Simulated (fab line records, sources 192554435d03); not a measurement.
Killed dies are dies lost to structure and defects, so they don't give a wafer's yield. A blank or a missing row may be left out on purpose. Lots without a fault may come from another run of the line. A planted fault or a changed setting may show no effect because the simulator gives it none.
Which tool did it? | flow n5_finfet | 24 lots, 72 wafers sampled, at 6 steps of a route of 1938

WHAT THE GAUGES READ, wafer by wafer
N5_BEOL_M4_INSPECT_13: inspects for defects (brightfield). Usual: raw_defect_count 448, standard deviation 96.
lot  | measured     | on                | raw_defect_count | flag
L074 | day 7 11:17  | defect_inspect-01 | 600 418 404      |
L075 | day 8 06:14  | defect_inspect-01 | 613 569 556      |
L077 | day 8 14:07  | defect_inspect-01 | 480 342 460      |
L076 | day 8 14:17  | defect_inspect-01 | 517 504 483      |
L078 | day 8 14:44  | defect_inspect-01 | 429 438 415      |
L079 | day 8 17:24  | defect_inspect-01 | 537 526 514      |
L081 | day 8 20:38  | defect_inspect-01 | 568 693 548      |
L080 | day 9 03:11  | defect_inspect-02 | 441 556 543      |
L082 | day 9 14:35  | defect_inspect-02 | 483 477 483      |
L083 | day 9 19:10  | defect_inspect-01 | 480 505 615      |
L084 | day 10 09:40 | defect_inspect-01 | 413 513 399      |
L085 | day 10 09:58 | defect_inspect-02 | 355 255 330      |
L086 | day 10 11:50 | defect_inspect-02 | 317 611 592      |
L088 | day 10 19:44 | defect_inspect-01 | 360 305 416      |
L087 | day 11 05:46 | defect_inspect-01 | 350 420 405      |
L089 | day 11 14:03 | defect_inspect-01 | 446 355 520      |
L090 | day 11 21:50 | defect_inspect-02 | 432 443 342      |
L091 | day 11 22:33 | defect_inspect-01 | 367 489 269      |
L092 | day 12 03:35 | defect_inspect-01 | 427 388 446      |
L093 | day 12 04:05 | defect_inspect-02 | 383 275 432      |
L094 | day 12 17:10 | defect_inspect-01 | 607 347 555      |
L095 | day 12 20:16 | defect_inspect-01 | 509 563 563      |
L096 | day 13 05:43 | defect_inspect-02 | 312 454 376      |
L097 | day 13 07:12 | defect_inspect-02 | 339 339 436      |

WHICH TOOL RAN EACH LOT (tool, then ch and the chambers of the sampled wafers, then the start)
lot  | N5_BEOL_M3_ETCH_41                            | N5_BEOL_M3_SPUTTER_88        | N5_BEOL_M3_SPUTTER_92        | N5_BEOL_M3_ANNEAL_93         | N5_BEOL_M3_ANNEAL_51
L074 | rie_diel-01 ch 0,1,3, day 7 08:04 or earlier  | pvd_sputter-01, day 7 08:04  | pvd_sputter-01, day 7 08:31  | pvd_sputter-01, day 7 08:35  | rtp_anneal-01 ch 0, day 7 09:08
L075 | rie_diel-05 ch 0,1, day 8 01:03 or earlier    | pvd_sputter-01, day 8 01:03  | pvd_sputter-01, day 8 01:29  | pvd_sputter-01, day 8 01:34  | rtp_anneal-02 ch 0, day 8 02:22
L077 | rie_diel-01 ch 0,1,3, day 8 09:40 or earlier  | pvd_sputter-01, day 8 09:40  | pvd_sputter-01, day 8 10:07  | pvd_sputter-01, day 8 10:11  | rtp_anneal-01 ch 0, day 8 10:47
L076 | rie_diel-05 ch 0,1,2, day 8 10:09 or earlier  | pvd_sputter-02, day 8 10:09  | pvd_sputter-02, day 8 10:35  | pvd_sputter-02, day 8 10:40  | rtp_anneal-02 ch 0, day 8 11:29
L078 | rie_diel-01 ch 0,3, day 8 12:04 or earlier    | pvd_sputter-01, day 8 12:04  | pvd_sputter-01, day 8 12:31  | pvd_sputter-01, day 8 12:35  | rtp_anneal-01 ch 0, day 8 13:09
L079 | rie_diel-05 ch 0,2,3, day 8 12:32 or earlier  | pvd_sputter-02, day 8 12:32  | pvd_sputter-02, day 8 12:59  | pvd_sputter-02, day 8 13:04  | rtp_anneal-02 ch 0, day 8 13:54
L081 | rie_diel-03 ch 0,1, day 8 15:57 or earlier    | pvd_sputter-01, day 8 15:57  | pvd_sputter-01, day 8 16:23  | pvd_sputter-01, day 8 16:28  | rtp_anneal-02 ch 0, day 8 17:08
L080 | rie_diel-03 ch 0,1,3, day 8 22:16 or earlier  | pvd_sputter-01, day 8 22:16  | pvd_sputter-01, day 8 22:43  | pvd_sputter-01, day 8 22:47  | rtp_anneal-02 ch 0, day 8 23:26
L082 | rie_diel-01 ch 0,2,3, day 9 11:23 or earlier  | pvd_sputter-01, day 9 11:23  | pvd_sputter-01, day 9 11:49  | pvd_sputter-01, day 9 11:54  | rtp_anneal-01 ch 0, day 9 12:33
L083 | rie_diel-03 ch 0,1,2, day 9 16:01 or earlier  | pvd_sputter-02, day 9 16:01  | pvd_sputter-02, day 9 16:27  | pvd_sputter-02, day 9 16:32  | rtp_anneal-01 ch 0, day 9 17:08
L084 | rie_diel-03 ch 1,2,3, day 10 02:37 or earlier | pvd_sputter-03, day 10 02:37 | pvd_sputter-03, day 10 03:04 | pvd_sputter-03, day 10 03:08 | rtp_anneal-02 ch 0, day 10 03:45
L085 | rie_diel-05 ch 0,1,3, day 10 06:05 or earlier | pvd_sputter-01, day 10 06:05 | pvd_sputter-01, day 10 06:32 | pvd_sputter-01, day 10 06:37 | rtp_anneal-02 ch 0, day 10 07:10
L086 | rie_diel-01 ch 0,2,3, day 10 08:19 or earlier | pvd_sputter-03, day 10 08:19 | pvd_sputter-03, day 10 08:46 | pvd_sputter-03, day 10 08:50 | rtp_anneal-01 ch 0, day 10 09:27
L088 | rie_diel-03 ch 1,2,3, day 10 16:37 or earlier | pvd_sputter-01, day 10 16:37 | pvd_sputter-01, day 10 17:04 | pvd_sputter-01, day 10 17:08 | rtp_anneal-02 ch 0, day 10 18:04
L087 | rie_diel-05 ch 0,2,3, day 11 01:37 or earlier | pvd_sputter-03, day 11 01:37 | pvd_sputter-03, day 11 02:03 | pvd_sputter-03, day 11 02:08 | rtp_anneal-02 ch 0, day 11 02:41
L089 | rie_diel-03 ch 1,2, day 11 10:44 or earlier   | pvd_sputter-02, day 11 10:44 | pvd_sputter-02, day 11 11:10 | pvd_sputter-02, day 11 11:15 | rtp_anneal-01 ch 0, day 11 11:49
L090 | rie_diel-05 ch 2,3, day 11 17:02 or earlier   | pvd_sputter-01, day 11 17:02 | pvd_sputter-01, day 11 17:29 | pvd_sputter-01, day 11 17:34 | rtp_anneal-02 ch 0, day 11 20:20
L091 | rie_diel-01 ch 0,1, day 11 18:34 or earlier   | pvd_sputter-03, day 11 18:34 | pvd_sputter-03, day 11 19:01 | pvd_sputter-03, day 11 19:05 | rtp_anneal-01 ch 0, day 11 20:59
L092 | rie_diel-03 ch 0,1,3, day 12 00:25 or earlier | pvd_sputter-02, day 12 00:25 | pvd_sputter-02, day 12 00:51 | pvd_sputter-02, day 12 00:56 | rtp_anneal-02 ch 0, day 12 01:29
L093 | rie_diel-03 ch 0,3, day 12 00:51 or earlier   | pvd_sputter-01, day 12 00:51 | pvd_sputter-01, day 12 01:17 | pvd_sputter-01, day 12 01:22 | rtp_anneal-01 ch 0, day 12 01:59
L094 | rie_diel-05 ch 1,3, day 12 10:13 or earlier   | pvd_sputter-03, day 12 10:13 | pvd_sputter-03, day 12 10:40 | pvd_sputter-03, day 12 10:44 | rtp_anneal-02 ch 0, day 12 11:18
L095 | rie_diel-03 ch 0,3, day 12 15:25 or earlier   | pvd_sputter-02, day 12 15:25 | pvd_sputter-02, day 12 15:52 | pvd_sputter-02, day 12 15:56 | rtp_anneal-01 ch 0, day 12 16:32
L096 | rie_diel-03 ch 1,3, day 13 02:13 or earlier   | pvd_sputter-03, day 13 02:13 | pvd_sputter-03, day 13 02:39 | pvd_sputter-03, day 13 02:44 | rtp_anneal-02 ch 0, day 13 03:20
L097 | rie_diel-05 ch 0,1, day 13 03:53 or earlier   | pvd_sputter-02, day 13 03:53 | pvd_sputter-02, day 13 04:20 | pvd_sputter-02, day 13 04:25 | rtp_anneal-01 ch 0, day 13 05:13
- N5_BEOL_M3_ETCH_41: etches SiCN in CH3F/O2, target depth 29.9 nm, time 52.5 s.
- N5_BEOL_M3_SPUTTER_88: material Cu, target thk 4.5 nm, time 8.29 s.
- N5_BEOL_M3_SPUTTER_92: material Cu, target thk 4.5 nm, time 8.29 s.
- N5_BEOL_M3_ANNEAL_93: time 240 s.
- N5_BEOL_M3_ANNEAL_51: time 90 s.

WHAT THE TOOLS THEMSELVES READ (means of the sampled wafers that have a number; where no wafer has one, the mark that the record gives instead)
N5_BEOL_M3_ETCH_41. Usual: drypump_motor_current_A 5.8 A, standard deviation 0.57; oes_product_au 0.82 a.u., standard deviation 0.086; rf_vpp_V 296.9 V, standard deviation 1.3; showerhead_plenum_p_Torr 1.98 Torr, standard deviation 0.046; throttle_valve_pct 16.22 %, standard deviation 0.26.
lot  | tool        | drypump_motor_current_A (A) | oes_product_au (a.u.) | rf_vpp_V (V) | showerhead_plenum_p_Torr (Torr) | throttle_valve_pct (%) | flag
L074 | rie_diel-01 | 6.0                         | 0.72                  | 296.6        | 1.94                            | 16.35                  |
L075 | rie_diel-05 | 6.1                         | 0.80                  | 296.3        | 1.97                            | 16.25                  |
L077 | rie_diel-01 | 6.0                         | 0.72                  | 295.4        | 1.94                            | 16.36                  |
L076 | rie_diel-05 | 5.8                         | 0.82                  | 297.5        | 2.00                            | 16.08                  |
L078 | rie_diel-01 | 6.2                         | 0.74                  | 296.1        | 1.95                            | 16.31                  |
L079 | rie_diel-05 | 5.9                         | 0.88                  | 297.3        | 2.00                            | 16.13                  |
L081 | rie_diel-03 | 5.9                         | 0.76                  | 297.2        | 1.98                            | 16.54                  |
L080 | rie_diel-03 | 5.9                         | 0.83                  | 297.7        | 1.96                            | 16.23                  |
L082 | rie_diel-01 | 6.0                         | 0.78                  | 296.7        | 1.96                            | 16.28                  |
L083 | rie_diel-03 | 5.5                         | 0.77                  | 297.5        | 1.98                            | 16.51                  |
L084 | rie_diel-03 | 5.4                         | 0.85                  | 297.1        | 1.96                            | 16.22                  |
L085 | rie_diel-05 | 5.8                         | 0.83                  | 297.1        | 2.00                            | 16.22                  |
L086 | rie_diel-01 | 6.0                         | 0.78                  | 296.6        | 1.96                            | 16.29                  |
L088 | rie_diel-03 | 5.4                         | 0.83                  | 296.5        | 1.96                            | 16.23                  |
L087 | rie_diel-05 | 5.9                         | 0.85                  | 296.6        | 1.99                            | 16.16                  |
L089 | rie_diel-03 | 5.0                         | 0.77                  | 297.5        | 1.97                            | 16.51                  |
L090 | rie_diel-05 | 5.6                         | 0.90                  | 298.4        | 2.03                            | 16.12                  |
L091 | rie_diel-01 | 5.9                         | 0.81                  | 298.7        | 2.04                            | 16.29                  |
L092 | rie_diel-03 | 5.9                         | 0.91                  | 296.3        | 1.96                            | 16.11                  |
L093 | rie_diel-03 | 6.5                         | 0.93                  | 296.1        | 1.97                            | 16.04                  |
L094 | rie_diel-05 | 5.5                         | 0.87                  | 297.8        | 2.04                            | 16.20                  |
L095 | rie_diel-03 | 6.5                         | 0.92                  | 296.0        | 1.97                            | 16.04                  |
L096 | rie_diel-03 | 5.8                         | 0.87                  | 296.6        | 1.94                            | 15.99                  |
L097 | rie_diel-05 | 6.1                         | 0.76                  | 296.1        | 1.96                            | 16.32                  |

N5_BEOL_M3_SPUTTER_88. Usual: susceptor_temp_C -19.99 C, standard deviation 0.11; throttle_valve_pct 29.8 %, standard deviation 1.1.
lot  | tool           | susceptor_temp_C (C) | throttle_valve_pct (%) | flag
L074 | pvd_sputter-01 | -19.99               | 30.7                   |
L075 | pvd_sputter-01 | -20.03               | 30.2                   |
L077 | pvd_sputter-01 | -20.04               | 31.3                   |
L076 | pvd_sputter-02 | -19.97               | 30.2                   |
L078 | pvd_sputter-01 | -19.93               | 28.8                   |
L079 | pvd_sputter-02 | -19.97               | 30.1                   |
L081 | pvd_sputter-01 | -19.88               | 31.2                   |
L080 | pvd_sputter-01 | -19.98               | 29.6                   |
L082 | pvd_sputter-01 | -20.15               | 30.4                   |
L083 | pvd_sputter-02 | -19.99               | 29.7                   |
L084 | pvd_sputter-03 | -19.87               | 29.2                   |
L085 | pvd_sputter-01 | -19.94               | 31.3                   |
L086 | pvd_sputter-03 | -19.98               | 29.7                   |
L088 | pvd_sputter-01 | -19.97               | 29.5                   |
L087 | pvd_sputter-03 | -19.96               | 28.9                   |
L089 | pvd_sputter-02 | -19.98               | 30.0                   |
L090 | pvd_sputter-01 | -20.03               | 30.2                   |
L091 | pvd_sputter-03 | -19.85               | 29.8                   |
L092 | pvd_sputter-02 | -19.94               | 29.8                   |
L093 | pvd_sputter-01 | -19.98               | 29.0                   |
L094 | pvd_sputter-03 | -19.97               | 28.9                   |
L095 | pvd_sputter-02 | -19.98               | 29.8                   |
L096 | pvd_sputter-03 | -20.14               | 29.4                   |
L097 | pvd_sputter-02 | -20.01               | 30.1                   |

N5_BEOL_M3_SPUTTER_92. Usual: susceptor_temp_C -20.02 C, standard deviation 0.11; throttle_valve_pct 29.8 %, standard deviation 1.1.
lot  | tool           | susceptor_temp_C (C) | throttle_valve_pct (%) | flag
L074 | pvd_sputter-01 | -19.91               | 30.7                   |
L075 | pvd_sputter-01 | -20.06               | 30.3                   |
L077 | pvd_sputter-01 | -20.09               | 31.5                   |
L076 | pvd_sputter-02 | -19.89               | 30.3                   |
L078 | pvd_sputter-01 | -20.02               | 29.0                   |
L079 | pvd_sputter-02 | -20.00               | 30.2                   |
L081 | pvd_sputter-01 | -20.10               | 31.1                   |
L080 | pvd_sputter-01 | -19.98               | 29.6                   |
L082 | pvd_sputter-01 | -20.04               | 30.2                   |
L083 | pvd_sputter-02 | -19.93               | 29.8                   |
L084 | pvd_sputter-03 | -19.96               | 29.1                   |
L085 | pvd_sputter-01 | -19.93               | 31.2                   |
L086 | pvd_sputter-03 | -20.10               | 29.7                   |
L088 | pvd_sputter-01 | -20.01               | 29.5                   |
L087 | pvd_sputter-03 | -20.07               | 28.9                   |
L089 | pvd_sputter-02 | -20.01               | 29.9                   |
L090 | pvd_sputter-01 | -19.98               | 30.2                   |
L091 | pvd_sputter-03 | -20.06               | 29.8                   |
L092 | pvd_sputter-02 | -20.02               | 29.8                   |
L093 | pvd_sputter-01 | -20.00               | 29.0                   |
L094 | pvd_sputter-03 | -20.04               | 28.9                   |
L095 | pvd_sputter-02 | -20.01               | 29.8                   |
L096 | pvd_sputter-03 | -19.97               | 29.2                   |
L097 | pvd_sputter-02 | -20.01               | 30.0                   |

N5_BEOL_M3_ANNEAL_93. Usual: heater_power_w 823 W, standard deviation 78; susceptor_temp_C 400.02 C, standard deviation 0.23.
lot  | tool           | heater_power_w (W) | susceptor_temp_C (C) | flag
L074 | pvd_sputter-01 | 866                | 399.89               |
L075 | pvd_sputter-01 | 876                | 399.99               |
L077 | pvd_sputter-01 | 857                | 400.14               |
L076 | pvd_sputter-02 | 754                | 400.19               |
L078 | pvd_sputter-01 | 876                | 399.88               |
L079 | pvd_sputter-02 | 752                | 400.05               |
L081 | pvd_sputter-01 | 874                | 399.90               |
L080 | pvd_sputter-01 | 862                | 400.18               |
L082 | pvd_sputter-01 | 867                | 399.87               |
L083 | pvd_sputter-02 | 791                | 399.89               |
L084 | pvd_sputter-03 | 760                | 400.21               |
L085 | pvd_sputter-01 | 870                | 400.27               |
L086 | pvd_sputter-03 | 834                | 400.32               |
L088 | pvd_sputter-01 | 863                | 400.23               |
L087 | pvd_sputter-03 | 762                | 400.14               |
L089 | pvd_sputter-02 | 735                | 399.96               |
L090 | pvd_sputter-01 | 882                | 400.11               |
L091 | pvd_sputter-03 | 842                | 400.24               |
L092 | pvd_sputter-02 | 787                | 400.00               |
L093 | pvd_sputter-01 | 888                | 399.80               |
L094 | pvd_sputter-03 | 787                | 400.16               |
L095 | pvd_sputter-02 | 722                | 399.65               |
L096 | pvd_sputter-03 | 868                | 400.05               |
L097 | pvd_sputter-02 | 747                | 400.21               |

N5_BEOL_M3_ANNEAL_51. Usual: wafer_temp_C_max 226.44, standard deviation 0.29.
lot  | tool          | wafer_temp_C_max | flag
L074 | rtp_anneal-01 | 226.43           |
L075 | rtp_anneal-02 | 226.19           |
L077 | rtp_anneal-01 | 226.46           |
L076 | rtp_anneal-02 | 226.65           |
L078 | rtp_anneal-01 | 226.07           |
L079 | rtp_anneal-02 | 226.30           |
L081 | rtp_anneal-02 | 226.52           |
L080 | rtp_anneal-02 | 226.04           |
L082 | rtp_anneal-01 | 226.38           |
L083 | rtp_anneal-01 | 226.29           |
L084 | rtp_anneal-02 | 226.44           |
L085 | rtp_anneal-02 | 226.59           |
L086 | rtp_anneal-01 | 226.42           |
L088 | rtp_anneal-02 | 226.26           |
L087 | rtp_anneal-02 | 226.26           |
L089 | rtp_anneal-01 | 226.35           |
L090 | rtp_anneal-02 | 226.44           |
L091 | rtp_anneal-01 | 226.61           |
L092 | rtp_anneal-02 | 226.68           |
L093 | rtp_anneal-01 | 226.36           |
L094 | rtp_anneal-02 | 226.81           |
L095 | rtp_anneal-01 | 226.62           |
L096 | rtp_anneal-02 | 226.39           |
L097 | rtp_anneal-01 | 226.41           |

THE ANSWER, worked out from the rows above alone
Rule: a lot is off if the mean of its wafers that have a number lies more than 3 standard deviations from the usual mean. A lot without any number at a reading at which 4 lots or more have one is off too. The other lots that the step has rows for count as sound. The gauges are gone through in route order, then the tools' own readings, and for those a lot's mean is taken as printed above. The first step at which some lot is off is used, and at that step the reading that is off furthest; a lot without a number counts as furthest.
No lot is off at any reading shown: from this, nothing can be told.

WHAT THE SIMULATOR HAD PUT IN
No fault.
